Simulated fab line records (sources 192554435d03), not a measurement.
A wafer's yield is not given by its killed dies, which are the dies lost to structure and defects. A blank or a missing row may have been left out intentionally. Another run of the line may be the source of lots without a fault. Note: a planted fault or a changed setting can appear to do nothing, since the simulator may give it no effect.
Lot-split experiment    flow n5Finfet    route with 1938 steps; 7 lots, 21 wafers read

ON THE SPLIT
At N5_BEOL_M0_SAQP_SPACER2_ALD_26 (deposits SiO2, target thk 15 nm, pulse time 1 s, purge time 2 s), the setting targetThkA was moved away from the recipe's 150 angstrom on 8 of the 21 wafers read, by -10.0% to +13.0%. All remaining wafers had this setting at the recipe value.

FROM THE SPLIT TO THE READING: what the file shows between them, 2 steps
- N5_BEOL_M0_SAQP_SPACER2_ETCHBACK_27: etches SiO2 in CHF3/O2, target depth 22.5 nm, time 11.25 s
- N5_BEOL_M0_SAQP_MANDREL2_REMOVE_110: chemistry HBr/Cl2/O2, target a-Si, stops on SiCN, bt time 10 s

THE READING
cdNm at N5_BEOL_M0_SAQP_CD_MEAS_29, given in nm (cd target 14.4 nm). Fault-free wafers of this fab line usually give 15.02 nm, standard deviation 0.21 nm.

wafer   tool, chamber at the split  targetThkA as run, angstrom  against the recipe  cdNm, nm  against lot-mates on the recipe
L074.2  aldSin-02, 0,1              150                          recipe              15.14     -
L074.3  aldSin-02, 0,1              150                          recipe              14.93     -
L074.4  aldSin-02, 3                164.5                        +9.7%               16.38     +1.34
L076.1  aldSin-02, 1                135                          -10.0%              13.68     -1.68
L076.2  aldSin-02, 3                135                          -10.0%              13.71     -1.65
L076.5  aldSin-02, 3                150                          recipe              15.36     -
L084.3  aldSin-04, 1                150                          recipe              14.97     -
L084.5  aldSin-04, 2,3              164.7                        +9.8%               16.36     +1.39
L084.6  aldSin-04, 2,3              164.7                        +9.8%               16.50     +1.53
L085.1  aldSin-03, 3,0,3            150                          recipe              15.04     -
L085.5  aldSin-03, 3,0,3            150                          recipe              15.14     -
L085.6  aldSin-03, 3,0,3            150                          recipe              14.96     -
L092.1  aldSin-02, 1                165.3                        +10.2%              16.40     +1.58
L092.2  aldSin-02, 0                150                          recipe              14.85     -
L092.3  aldSin-02, 2                150                          recipe              14.78     -
L093.2  aldSin-03, 2                150                          recipe              15.33     -
L093.3  aldSin-03, 1                150                          recipe              15.17     -
L093.4  aldSin-03, 0                169.5                        +13.0%              16.92     +1.67
L091.1  aldSin-02, 0                150                          recipe              15.27     -
L091.5  aldSin-02, 0                141.8                        -5.5%               13.98     -1.16
L091.6  aldSin-02, 1                150                          recipe              15.02     -
Rows listing several chambers each stand for several wafers; the file does not say which wafer went through which chamber.

THE FIT
A straight line over all 21 wafers: cdNm changes by +0.141 nm for each +1% of targetThkA; r = +0.98; the points scatter about the line by 0.16 nm.
The same after taking each lot's own level away (the mean of its wafers on the recipe; 21 wafers): +0.153 nm for each +1%; r = +0.99; scatter 0.13 nm.
That fit puts the effect of the largest move of targetThkA on the reading at 2 nm.
From 14.815 to 15.360 nm: that is the span of the lots' own levels, equal to 2.6 times the standard deviation above.
Hence the lot-to-lot level has little effect on the slope; both slopes agree.
Check: with one of the wafers moved furthest among these (+13.0%) left out of the fit, the line predicts +2.01 nm for it against its lot-mates. It came out at +1.67 nm against them.

THESE WAFERS: OTHER SPLITS
Other splits were also applied to these wafers ahead of the reading. Each is held against what the fit with the lots' levels taken away leaves over:
other split on the same wafers               wafers away from the commonest value  r with cdNm (lot level and that fit taken away)
N5_GATE_CUT_COAT_35 spinRpm                  7                                     +0.25
N5_GATE_CUT_COAT_27 spinRpm                  6                                     +0.26
N5_MOL_CONTACT_COAG_CONTACT_ETCH_14 sourceW  6                                     -0.30
N5_MOL_CONTACT_COAG_COAT_64 spinRpm          7                                     -0.01
N5_MOL_CONTACT_COAG_CVD_140 targetThkA       9                                     -0.42

THE WHOLE CHAIN: every reading that the file lists as answering this split, in the file's order
step                                 what it does                                                     reading                                                                                     change (the file's fit)                r (the file's)
N5_BEOL_M0_SAQP_SPACER2_ALD_26       deposits SiO2, target thk 15 nm, pulse time 1 s, purge time 2 s  SiO2_of_BEOL_M0_SAQP_SPACER2_ALD_26.thkNm (the simulator's own value, which no gauge read)  +0.147 nm for each +1% of the setting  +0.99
N5_BEOL_M0_SAQP_MANDREL2_REMOVE_110  chemistry HBr/Cl2/O2, target a-Si, stops on SiCN, bt time 10 s   BEOL_M0_SAQP.cdNm (the simulator's own value, which no gauge read)                          +0.149 nm for each +1% of the setting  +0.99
N5_BEOL_M0_SAQP_CD_MEAS_29           target cd 14.4 nm                                                cdNm                                                                                        +0.149 nm for each +1% of the setting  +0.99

THE FILE'S OWN FIT
cdNm changes by +0.149 nm for each +1% of targetThkA, r = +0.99.
